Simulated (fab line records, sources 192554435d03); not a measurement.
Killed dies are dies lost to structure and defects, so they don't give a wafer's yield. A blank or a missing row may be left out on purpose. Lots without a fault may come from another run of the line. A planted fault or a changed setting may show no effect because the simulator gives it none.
fab line records | flow n5_finfet
record lots=24 wafers=72 last_day=18
route steps=1938 shown BEOL_M13@1704 BEOL_M14@1753 BEOL_M15@1785 MIM_BOT@1832
lots that met no fault: from a run of the same line without faults
start_h: hours from the record's first day to the start of the lot's first wafer shown | wait_h: hours since the lot's step before | " the same as in the row above | L1.1+2: a row that stands for several wafers | - no value, or no start given | * or withheld: withheld | < > ~ a bound
route shown NAME@n: a module of which the file shows steps, and the number in the route of the first | usual: mean/standard deviation of fault-free wafers | same: alike in all rows | chamber/n: place in a boat | sites: the reading at each site | _std_site: their standard deviation | _edge_site: outer sites' mean less inner sites' | radius_mm: how far each site lies from the wafer's centre | mask NAME#n: copy n | behind: the tool/chamber that last shaped the wafer | hold: why the lot was held/for how many hours/how that ended | device: the transistor (n, p or np) that didn't switch | end of line: the same wafers' tests at the end of the route | a step without rows: its recipe alone | killed: dies lost to structure and defects at the first sort, not the wafer's yield | map: a wafer's dies, x killed, . not, _ none there
set.NAME: the setting as run; set.NAME@STEP: as run at that earlier step | model.NAME: the simulator's own value behind a step, which no gauge read
steps of the route over a sample of lots; a table a step, a row a wafer
services: from which hour (start_h, from the record's first day; less than 0 if before it) a tool's chamber was out of use, for how many hours, and why
## steps
# step N5_BEOL_M13_PRE_CLEAN_42
# recipe gas=H2/He time_s=30 temp_c=250
# usual heater_power_w=339/41
# columns lot.wafer tool chamber start_h wait_h heater_power_w
L074.1 pvd_sputter-01 - 254.80 0.0 301
L074.4 " - " " 364
L074.6 " - " " 331
L075.2 pvd_sputter-03 - 261.60 0.0 267
L075.3 " - " " 287
L075.6 " - " " 297
L078.2 pvd_sputter-02 - 276.87 0.0 399
L078.3 " - " " 390
L078.5 " - " " 307
L076.1 pvd_sputter-02 - 281.63 0.0 298
L076.3 " - " " 315
L076.6 " - " " 398
L081.1 pvd_sputter-02 - 289.51 0.0 390
L081.2 " - " " 318
L081.4 " - " " 397
L079.1 pvd_sputter-01 - 293.37 0.0 367
L079.5 " - " " 337
L079.6 " - " " 353
L080.1 pvd_sputter-02 - 293.51 0.0 391
L080.3 " - " " 406
L080.5 " - " " 390
L077.2 pvd_sputter-01 - 293.73 0.0 341
L077.4 " - " " 333
L077.6 " - " " 348
L082.2 pvd_sputter-02 - 303.42 0.0 317
L082.3 " - " " 388
L082.4 " - " " 304
L083.1 pvd_sputter-03 - 307.52 0.0 266
L083.5 " - " " 373
L083.6 " - " " 300
L084.3 pvd_sputter-02 - 307.54 0.0 294
L084.4 " - " " 395
L084.6 " - " " 307
L085.1 pvd_sputter-02 - 315.18 0.0 312
L085.3 " - " " 387
L085.5 " - " " 326
L086.1 pvd_sputter-01 - 320.40 0.0 339
L086.3 " - " " 369
L086.6 " - " " 310
L087.2 pvd_sputter-02 - 321.44 0.0 402
L087.5 " - " " 325
L087.6 " - " " 408
L088.1 pvd_sputter-03 - 344.44 0.0 265
L088.4 " - " " 292
L088.5 " - " " 293
L089.1 pvd_sputter-03 - 348.06 0.0 322
L089.4 " - " " 298
L089.6 " - " " 292
L091.2 pvd_sputter-01 - 351.53 0.0 380
L091.3 " - " " 354
L091.5 " - " " 353
L090.3 pvd_sputter-03 - 363.28 0.0 300
L090.4 " - " " 375
L090.6 " - " " 319
L093.3 pvd_sputter-02 - 364.73 0.0 398
L093.5 " - " " 324
L093.6 " - " " 303
L092.1 pvd_sputter-03 - 364.76 0.0 259
L092.2 " - " " 358
L092.5 " - " " 307
L094.2 pvd_sputter-03 - 365.08 0.0 318
L094.3 " - " " 287
L094.6 " - " " 314
L095.2 pvd_sputter-01 - 392.00 0.0 332
L095.5 " - " " 336
L095.6 " - " " 354
L097.2 pvd_sputter-01 - 395.15 0.0 356
L097.3 " - " " 372
L097.6 " - " " 374
L096.4 pvd_sputter-02 - 395.82 0.0 398
L096.5 " - " " 314
L096.6 " - " " 331
# step N5_BEOL_M13_DEP_53
# recipe material=SiCN target_thk_a=500 temp_c=withheld precursor=3MS/NH3 pressure_torr=3 rf_w=675 time_s=17.8
# usual chamber_pressure_Torr=3.000/0.0066 showerhead_plenum_p_Torr=4.165/0.022 throttle_valve_pct=17.9/0.81
# columns lot.wafer tool chamber start_h wait_h chamber_pressure_Torr showerhead_plenum_p_Torr throttle_valve_pct
L074.1 pecvd-04 0 255.94 0.0 2.987 4.167 18.3
L074.4 " 1 " " 2.993 4.136 18.3
L074.6 " 2 " " 3.004 4.153 16.3
L075.2 pecvd-04 2 262.92 0.0 3.003 4.156 16.6
L075.3 " 1 " " 2.987 4.138 18.4
L075.6 " 0 " " 3.004 4.154 18.5
L078.2 pecvd-01 2 278.01 0.0 2.996 4.176 17.8
L078.3 " 0 " " 3.008 4.160 18.0
L078.5 " 0 " " 3.003 4.163 18.3
L076.1 pecvd-01 1 282.77 0.0 3.013 4.157 17.8
L076.3 " 2 " " 3.002 4.176 17.9
L076.6 " 2 " " 3.006 4.191 18.0
L081.1 pecvd-01 0 290.83 0.0 3.002 4.168 18.0
L081.2 " 2 " " 3.000 4.185 18.1
L081.4 " 1 " " 2.995 4.158 18.0
L079.1 pecvd-01 2 294.50 0.0 3.003 4.181 17.7
L079.5 " 2 " " 2.992 4.186 18.1
L079.6 " 0 " " 2.997 4.155 18.1
L080.1 pecvd-03 1 294.65 0.0 3.009 4.161 19.5
L080.3 " 0 " " 3.005 4.213 17.3
L080.5 " 1 " " 3.011 4.147 19.5
L077.2 pecvd-04 1 294.92 0.0 3.002 4.131 18.3
L077.4 " 1 " " 3.009 4.139 18.3
L077.6 " 0 " " 3.014 4.160 18.5
L082.2 pecvd-03 1 304.55 0.0 3.005 4.161 19.5
L082.3 " 0 " " 2.999 4.223 17.0
L082.4 " 0 " " 3.003 4.219 16.7
L083.1 pecvd-01 1 308.65 0.0 3.004 4.157 18.3
L083.5 " 1 " " 2.994 4.165 18.0
L083.6 " 0 " " 2.994 4.160 18.0
L084.3 pecvd-04 1 308.92 0.0 3.000 4.139 18.3
L084.4 " 2 " " 3.006 4.163 16.7
L084.6 " 1 " " 2.993 4.132 18.4
L085.1 pecvd-01 0 316.32 0.0 2.991 4.163 18.3
L085.3 " 2 " " 3.002 4.184 17.9
L085.5 " 0 " " 3.002 4.166 18.2
L086.1 pecvd-04 2 321.58 0.0 2.997 4.155 16.5
L086.3 " 0 " " 3.002 4.157 18.4
L086.6 " 2 " " 3.001 4.156 16.8
L087.2 pecvd-03 1 322.59 0.0 3.001 4.157 19.4
L087.5 " 1 " " 3.003 4.157 19.4
L087.6 " 1 " " 3.007 4.170 19.7
L088.1 pecvd-01 0 345.77 0.0 2.996 4.151 18.0
L088.4 " 0 " " 3.003 4.153 18.0
L088.5 " 2 " " 2.999 4.186 18.0
L089.1 pecvd-03 0 349.20 0.0 2.999 4.223 17.2
L089.4 " 0 " " 2.993 4.225 16.9
L089.6 " 1 " " 3.011 4.157 19.4
L091.2 pecvd-03 2 352.67 0.0 3.005 4.174 17.3
L091.3 " 1 " " 3.000 4.150 19.7
L091.5 " 1 " " 3.001 4.151 19.6
L090.3 pecvd-04 1 364.41 0.0 3.000 4.141 18.4
L090.4 " 0 " " 3.015 4.151 18.5
L090.6 " 1 " " 3.004 4.133 18.7
L093.3 pecvd-01 1 365.86 0.0 3.005 4.148 18.0
L093.5 " 2 " " 3.003 4.175 17.8
L093.6 " 0 " " 2.993 4.156 17.9
L092.1 pecvd-03 1 365.91 0.0 3.001 4.143 19.4
L092.2 " 0 " " 3.002 4.213 17.4
L092.5 " 2 " " 2.992 4.172 17.0
L094.2 pecvd-04 1 366.40 0.0 2.998 4.139 18.4
L094.3 " 0 " " 2.998 4.158 18.4
L094.6 " 1 " " 3.000 4.125 18.4
L095.2 pecvd-03 2 393.15 0.0 3.012 4.174 17.4
L095.5 " 2 " " 3.012 4.167 17.4
L095.6 " 1 " " 2.989 4.160 19.5
L097.2 pecvd-03 2 396.29 0.0 3.010 4.180 17.5
L097.3 " 1 " " 2.993 4.147 19.5
L097.6 " 1 " " 2.996 4.155 19.2
L096.4 pecvd-04 0 397.40 0.0 3.000 4.149 18.5
L096.5 " 1 " " 2.997 4.147 18.4
L096.6 " 2 " " 3.004 4.158 16.9
# step N5_BEOL_M14_TRENCH_ETCH_34
# recipe chemistry=C4F8/O2/Ar target=SiO2 target_depth_a=5566.5 mask_material=SOC he_inner_torr=15 he_outer_torr=30 time_s=126.9 ion_energy_ev=800 pressure_mtorr=20 source_w=1905 bias_w=2040 Ar_flow_sccm=400 C4F8_flow_sccm=16 O2_flow_sccm=12
# usual C4F8_flow_sccm=16.00/0.046 drypump_motor_current_A=6.0/0.41 oes_o_777_au=0.80/0.081 oes_product_au=0.80/0.084 rf_vpp_V=2215/34 showerhead_plenum_p_Torr=3.47/0.11 throttle_valve_pct=30.76/0.21
# columns lot.wafer tool chamber start_h wait_h C4F8_flow_sccm drypump_motor_current_A oes_o_777_au oes_product_au rf_hours_counter_h rf_vpp_V showerhead_plenum_p_Torr throttle_valve_pct
L074.1 rie_diel-04 2 258.36 0.0 15.93 6.0 0.80 0.80 106 2192 3.58 30.81
L074.4 " 1 " " 16.05 5.8 0.83 0.88 23 2236 3.52 30.81
L074.6 " 1 " " 15.99 5.9 0.83 0.89 - 2237 3.52 30.82
L075.2 rie_diel-06 2 265.31 0.0 15.98 4.9 0.73 0.70 246 2160 3.39 30.93
L075.3 " 1 " " 15.97 5.8 0.77 0.76 123 2206 3.32 30.61
L075.6 " 0 " " 15.99 6.4 0.71 0.72 - 2229 3.44 30.76
L078.2 rie_diel-04 2 280.15 0.0 15.96 5.9 0.80 0.79 114 2191 3.57 30.82
L078.3 " 3 " " 15.91 5.9 0.94 0.95 24 2201 3.65 30.29
L078.5 " 3 " " 15.96 5.8 0.93 0.94 - 2201 3.65 30.29
L076.1 rie_diel-04 1 284.79 0.0 16.02 5.8 0.81 0.86 32 2235 3.51 30.81
L076.3 " 2 " " 15.98 6.0 0.79 0.78 116 2191 3.57 30.84
L076.6 " 3 " " 15.95 5.8 0.93 0.93 - 2201 3.65 30.30
L081.1 rie_diel-04 2 293.19 0.0 16.02 6.0 0.80 0.79 119 2193 3.57 30.84
L081.2 " 3 " " 16.03 5.8 0.92 0.93 30 2201 3.65 30.30
L081.4 " 0 " " 15.98 5.9 0.83 0.81 79 2212 3.56 30.80
L079.1 rie_diel-04 3 296.77 0.0 16.00 5.8 0.92 0.91 31 2202 3.65 30.28
L079.5 " 3 " " 15.89 5.8 0.92 0.92 - 2201 3.65 30.28
L079.6 " 2 " " 16.00 6.0 0.80 0.78 - 2190 3.57 30.81
L080.1 rie_diel-02 0 296.80 0.0 16.01 5.8 0.70 0.67 225 2194 3.23 30.37
L080.3 " 2 " " 15.95 5.9 0.90 0.93 24 2216 3.41 30.98
L080.5 " 3 " " 16.02 6.8 0.86 0.89 - 2280 3.37 30.96
L077.2 rie_diel-02 1 297.79 0.0 16.04 6.3 0.78 0.79 101 2138 3.50 31.25
L077.4 " 0 " " 16.01 5.7 0.70 0.68 226 2192 3.23 30.38
L077.6 " 2 " " 16.02 5.9 0.90 0.93 - 2216 3.41 30.98
L082.2 rie_diel-06 1 306.57 0.0 15.97 5.8 0.76 0.75 140 2207 3.31 30.62
L082.3 " 2 " " 16.03 4.9 0.99 0.98 4 2160 3.38 30.78
L082.4 " 3 " " 16.03 6.4 0.74 0.74 181 2278 3.53 30.91
L083.1 rie_diel-06 2 310.84 0.0 15.95 4.9 0.99 0.97 7 2160 3.38 30.78
L083.5 " 0 " " 16.01 6.4 0.70 0.71 - 2231 3.43 30.79
L083.6 " 1 " " 16.11 5.8 0.75 0.74 - 2207 3.31 30.64
L084.3 rie_diel-06 2 311.72 0.0 16.00 4.9 0.99 0.97 7 2159 3.38 30.80
L084.4 " 1 " " 16.01 5.8 0.75 0.75 143 2208 3.31 30.63
L084.6 " 0 " " 15.99 6.4 0.69 0.70 - 2230 3.43 30.77
L085.1 rie_diel-04 0 318.60 0.0 16.08 5.9 0.83 0.79 88 2211 3.55 30.80
L085.3 " 2 " " 16.02 6.0 0.79 0.77 128 2191 3.56 30.82
L085.5 " 1 " " 16.03 5.8 0.80 0.83 - 2234 3.51 30.83
L086.1 rie_diel-06 1 323.84 0.0 15.99 5.7 0.75 0.74 147 2205 3.31 30.64
L086.3 " 2 " " 16.09 4.9 0.97 0.97 11 2160 3.38 30.79
L086.6 " 0 " " 16.05 6.4 0.70 0.70 - 2230 3.43 30.79
L087.2 rie_diel-02 0 324.99 0.0 15.98 5.8 0.69 0.67 236 2194 3.22 30.38
L087.5 " 0 " " 15.99 5.8 0.70 0.66 - 2193 3.22 30.37
L087.6 " 3 " " 16.06 6.8 0.83 0.87 - 2280 3.37 30.96
L088.1 rie_diel-04 0 347.91 0.0 16.01 5.9 0.81 0.78 99 2212 3.55 30.80
L088.4 " 1 " " 15.94 5.8 0.78 0.83 54 2233 3.50 30.83
L088.5 " 2 " " 16.05 5.9 0.78 0.76 - 2191 3.56 30.83
L089.1 rie_diel-04 0 351.34 0.0 16.03 5.9 0.82 0.79 100 2212 3.54 30.80
L089.4 " 3 " " 15.96 5.9 0.88 0.90 49 2200 3.64 30.33
L089.6 " 3 " " 16.05 5.8 0.88 0.90 - 2199 3.64 30.34
L091.2 rie_diel-06 0 355.54 0.0 16.02 6.4 0.69 0.70 202 2229 3.42 30.81
L091.3 " 3 " " 16.01 6.4 0.73 0.73 198 2276 3.52 30.90
L091.5 " 1 " " 16.03 5.8 0.73 0.73 - 2205 3.31 30.63
L090.3 rie_diel-06 0 366.57 0.0 15.99 6.4 0.69 0.69 205 2229 3.42 30.78
L090.4 " 1 " " 16.00 5.7 0.74 0.73 161 2206 3.30 30.65
L090.6 " 3 " " 16.01 6.4 0.73 0.72 - 2278 3.52 30.91
L093.3 rie_diel-06 1 368.05 0.0 16.01 5.7 0.74 0.73 162 2204 3.30 30.66
L093.5 " 1 " " 16.08 5.7 0.73 0.72 - 2206 3.30 30.64
L093.6 " 2 " " 16.06 4.9 0.94 0.92 - 2160 3.37 30.79
L092.1 rie_diel-06 0 368.74 0.0 16.04 6.4 0.69 0.69 207 2227 3.42 30.79
L092.2 " 1 " " 16.04 5.8 0.73 0.72 163 2205 3.30 30.65
L092.5 " 1 " " 16.02 5.8 0.74 0.72 - 2207 3.30 30.64
L094.2 rie_diel-04 0 369.39 0.0 15.96 5.9 0.81 0.77 108 2212 3.54 30.80
L094.3 " 1 " " 16.00 5.8 0.77 0.81 - 2234 3.50 30.84
L094.6 " 0 " " 16.01 5.9 0.80 0.78 - 2211 3.54 30.80
L095.2 rie_diel-04 3 395.47 0.0 15.93 5.8 0.87 0.87 61 2200 3.63 30.33
L095.5 " 3 " " 16.00 5.8 0.87 0.88 - 2199 3.63 30.32
L095.6 " 2 " " 16.03 6.0 0.77 0.75 - 2188 3.55 30.84
L097.2 rie_diel-02 0 398.48 0.0 15.93 5.8 0.95 0.93 5 2194 3.21 30.45
L097.3 " 2 " " 16.06 5.9 0.85 0.86 60 2214 3.39 30.99
L097.6 " 0 " " 16.00 5.8 0.95 0.94 - 2192 3.21 30.46
L096.4 rie_diel-06 3 399.74 0.1 16.05 6.4 0.71 0.72 - 2276 3.52 30.94
L096.5 " 1 " " 15.95 5.7 0.73 0.72 - 2204 3.30 30.66
L096.6 " 0 " " 16.04 6.4 0.68 0.69 - 2230 3.41 30.82
# step N5_BEOL_M15_INSPECT_12
# recipe mode=adi inspect_instrument=macro
# usual raw_defect_count=2.0/1.5
# columns lot.wafer tool chamber start_h wait_h raw_defect_count
L074.1 defect_inspect-01 - 261.18 0.0 2
L074.4 " - " " 1
L074.6 " - " " 6
L075.2 defect_inspect-01 - 271.25 0.0 3
L075.3 " - " " 0
L075.6 " - " " 5
L078.2 defect_inspect-01 - 284.85 0.0 1
L078.3 " - " " 0
L078.5 " - " " 2
L076.1 defect_inspect-01 - 288.92 0.0 3
L076.3 " - " " 4
L076.6 " - " " 5
L081.1 defect_inspect-02 - 302.17 0.0 2
L081.2 " - " " 0
L081.4 " - " " 4
L079.1 defect_inspect-02 - 306.25 0.0 0
L079.5 " - " " 4
L079.6 " - " " 4
L080.1 defect_inspect-01 - 306.51 0.0 1
L080.3 " - " " 3
L080.5 " - " " 3
L077.2 defect_inspect-02 - 307.19 0.0 2
L077.4 " - " " 6
L077.6 " - " " 1
L082.2 defect_inspect-02 - 310.42 0.0 0
L082.3 " - " " 1
L082.4 " - " " 1
L083.1 defect_inspect-01 - 314.19 0.0 3
L083.5 " - " " 2
L083.6 " - " " 1
L084.3 defect_inspect-02 - 315.89 0.0 2
L084.4 " - " " 5
L084.6 " - " " 1
L085.1 defect_inspect-02 - 321.83 0.0 3
L085.3 " - " " 0
L085.5 " - " " 1
L087.2 defect_inspect-02 - 329.86 0.0 1
L087.5 " - " " 2
L087.6 " - " " 1
L086.1 defect_inspect-02 - 330.14 0.0 0
L086.3 " - " " 3
L086.6 " - " " 0
L088.1 defect_inspect-01 - 351.11 0.0 3
L088.4 " - " " 2
L088.5 " - " " 2
L089.1 defect_inspect-01 - 356.23 0.0 2
L089.4 " - " " 2
L089.6 " - " " 4
L091.2 defect_inspect-01 - 358.84 0.0 2
L091.3 " - " " 1
L091.5 " - " " 3
L090.3 defect_inspect-02 - 370.16 0.0 1
L090.4 " - " " 2
L090.6 " - " " 1
L093.3 defect_inspect-02 - 371.36 0.0 1
L093.5 " - " " 1
L093.6 " - " " 2
L092.1 defect_inspect-02 - 371.96 0.0 3
L092.2 " - " " 3
L092.5 " - " " 2
L094.2 defect_inspect-02 - 374.26 0.0 4
L094.3 " - " " 1
L094.6 " - " " 0
L095.2 defect_inspect-02 - 400.78 0.0 2
L095.5 " - " " 1
L095.6 " - " " 0
L097.2 defect_inspect-02 - 403.75 0.0 1
L097.3 " - " " 1
L097.6 " - " " 1
L096.4 defect_inspect-02 - 404.32 0.0 0
L096.5 " - " " 1
L096.6 " - " " 3
# step N5_BEOL_M15_ANNEAL_48
# recipe temp_c=225 time_s=90 ambient=N2
# usual wafer_temp_C_max=226.1/0.49
# columns lot.wafer tool chamber start_h wait_h wafer_temp_C_max
L074.1 rtp_anneal-02 0 268.80 0.2 226.5
L074.4 " 0 " " 226.8
L074.6 " 0 " " 226.6
L075.2 rtp_anneal-01 0 275.52 0.2 225.4
L075.3 " 0 " " 225.8
L075.6 " 0 " " 225.8
L078.2 rtp_anneal-02 0 290.99 0.2 226.2
L078.3 " 0 " " 226.7
L078.5 " 0 " " 226.3
L076.1 rtp_anneal-02 0 294.39 0.3 226.3
L076.3 " 0 " " 226.7
L076.6 " 0 " " 226.1
L081.1 rtp_anneal-02 0 305.54 0.3 225.9
L081.2 " 0 " " 226.5
L081.4 " 0 " " 226.5
L079.1 rtp_anneal-01 0 309.83 0.2 225.3
L079.5 " 0 " " 225.5
L079.6 " 0 " " 225.5
L080.1 rtp_anneal-02 0 310.80 0.2 227.3
L080.3 " 0 " " 227.2
L080.5 " 0 " " 226.5
L077.2 rtp_anneal-01 0 310.93 0.2 226.0
L077.4 " 0 " " 225.6
L077.6 " 0 " " 225.7
L082.2 rtp_anneal-02 0 316.05 0.5 227.0
L082.3 " 0 " " 227.3
L082.4 " 0 " " 226.5
L083.1 rtp_anneal-02 0 319.07 0.2 226.0
L083.5 " 0 " " 226.3
L083.6 " 0 " " 226.2
L084.3 rtp_anneal-02 0 319.47 0.2 226.6
L084.4 " 0 " " 226.9
L084.6 " 0 " " 226.4
L085.1 rtp_anneal-01 0 328.62 1.1 225.7
L085.3 " 0 " " 225.8
L085.5 " 0 " " 225.6
L087.2 rtp_anneal-01 0 335.88 0.2 225.6
L087.5 " 0 " " 225.9
L087.6 " 0 " " 225.7
L086.1 rtp_anneal-01 0 336.10 0.2 225.6
L086.3 " 0 " " 225.6
L086.6 " 0 " " 225.7
L088.1 rtp_anneal-01 0 354.32 0.2 226.2
L088.4 " 0 " " 225.7
L088.5 " 0 " " 225.5
L089.1 rtp_anneal-01 0 360.45 0.2 226.0
L089.4 " 0 " " 225.8
L089.6 " 0 " " 225.9
L091.2 rtp_anneal-02 0 364.20 0.2 227.0
L091.3 " 0 " " 225.9
L091.5 " 0 " " 226.4
L090.3 rtp_anneal-01 0 373.79 0.5 225.8
L090.4 " 0 " " 225.6
L090.6 " 0 " " 225.8
L093.3 rtp_anneal-01 0 377.36 0.2 226.3
L093.5 " 0 " " 226.5
L093.6 " 0 " " 225.8
L092.1 rtp_anneal-01 0 379.04 0.2 225.7
L092.2 " 0 " " 225.7
L092.5 " 0 " " 225.5
L094.2 rtp_anneal-01 0 379.43 0.2 225.9
L094.3 " 0 " " 225.5
L094.6 " 0 " " 225.6
L095.2 rtp_anneal-02 0 405.50 0.2 226.7
L095.5 " 0 " " 226.4
L095.6 " 0 " " 227.2
L097.2 rtp_anneal-02 0 407.21 0.2 226.6
L097.3 " 0 " " 226.3
L097.6 " 0 " " 226.3
L096.4 rtp_anneal-01 0 417.59 0.2 225.7
L096.5 " 0 " " 225.5
L096.6 " 0 " " 225.7
# step N5_MIM_BOT_DEGAS_01
# recipe ambient=vacuum temp_c=300 time_s=60
# usual heater_power_w=476/56
# columns lot.wafer tool chamber start_h wait_h heater_power_w
L074.1 pvd_sputter-03 - 271.78 1.2 372
L074.4 " - " " 414
L074.6 " - " " 365
L075.2 pvd_sputter-02 - 277.57 0.3 447
L075.3 " - " " 428
L075.6 " - " " 435
L078.2 pvd_sputter-01 - 293.13 0.4 483
L078.3 " - " " 433
L078.5 " - " " 435
L076.1 pvd_sputter-01 - 296.97 0.8 431
L076.3 " - " " 521
L076.6 " - " " 517
L081.1 pvd_sputter-01 - 308.85 1.1 488
L081.2 " - " " 521
L081.4 " - " " 419
L079.1 pvd_sputter-02 - 313.06 1.5 422
L079.5 " - " " 420
L079.6 " - " " 548
L080.1 pvd_sputter-02 - 313.36 0.8 451
L080.3 " - " " 551
L080.5 " - " " 543
L077.2 pvd_sputter-02 - 313.58 0.8 449
L077.4 " - " " 539
L077.6 " - " " 428
L082.2 pvd_sputter-01 - 318.36 0.6 493
L082.3 " - " " 426
L082.4 " - " " 474
L083.1 pvd_sputter-01 - 321.40 0.5 509
L083.5 " - " " 496
L083.6 " - " " 469
L084.3 pvd_sputter-02 - 325.66 4.5 575
L084.4 " - " " 566
L084.6 " - " " 555
L085.1 pvd_sputter-02 - 334.37 4.0 552
L085.3 " - " " 559
L085.5 " - " " 556
L087.2 pvd_sputter-03 - 337.81 0.2 438
L087.5 " - " " 404
L087.6 " - " " 520
L086.1 pvd_sputter-02 - 337.90 0.0 423
L086.3 " - " " 568
L086.6 " - " " 449
L088.1 pvd_sputter-03 - 356.58 0.4 411
L088.4 " - " " 373
L088.5 " - " " 357
L089.1 pvd_sputter-03 - 363.12 0.9 408
L089.4 " - " " 442
L089.6 " - " " 520
L091.2 pvd_sputter-02 - 367.23 1.3 460
L091.3 " - " " 553
L091.5 " - " " 447
L090.3 pvd_sputter-03 - 378.06 2.6 363
L090.4 " - " " 418
L090.6 " - " " 404
L093.3 pvd_sputter-01 - 382.16 3.1 421
L093.5 " - " " 495
L093.6 " - " " 459
L092.1 pvd_sputter-01 - 382.78 2.0 517
L092.2 " - " " 506
L092.5 " - " " 494
L094.2 pvd_sputter-01 - 383.34 2.2 491
L094.3 " - " " 528
L094.6 " - " " 469
L095.2 pvd_sputter-03 - 409.42 2.2 362
L095.5 " - " " 445
L095.6 " - " " 535
L097.2 pvd_sputter-01 - 410.35 1.4 473
L097.3 " - " " 429
L097.6 " - " " 510
L096.4 pvd_sputter-02 - 419.86 0.6 435
L096.5 " - " " 559
L096.6 " - " " 553
## services
# columns tool chamber start_h hours kind
rie_diel-02 3 235.38 - clean
rie_diel-02 3 235.38 - consumable_replace:focus_ring
rie_diel-06 2 274.97 - clean
rie_diel-06 2 274.97 - consumable_replace:focus_ring
rie_diel-06 2 274.97 20.6 scheduled_down
rie_diel-06 2 274.97 20.6 vent_cycle
rie_diel-06 - 279.75 0.6 repair
pecvd-03 2 281.80 4.3 repair
pecvd-03 - 307.84 0.5 repair
pecvd-03 0 320.29 13.8 repair
pecvd-04 2 331.10 2.1 scheduled_down
pecvd-01 - 333.72 1.4 repair
pecvd-03 2 337.13 2.1 scheduled_down
pvd_sputter-02 - 339.91 4.3 repair
pecvd-01 1 358.43 5.5 scheduled_down
pecvd-03 0 358.98 5.5 scheduled_down
rie_diel-04 2 365.46 5.0 repair
rie_diel-02 0 366.23 - clean
rie_diel-04 - 376.07 3.0 repair
pecvd-03 2 377.01 8.5 repair
pvd_sputter-03 - 380.55 4.1 repair
pecvd-01 2 383.68 6.4 repair
rie_diel-06 2 398.58 13.6 repair
rtp_anneal-01 - 411.98 5.0 pm
## key
fault none
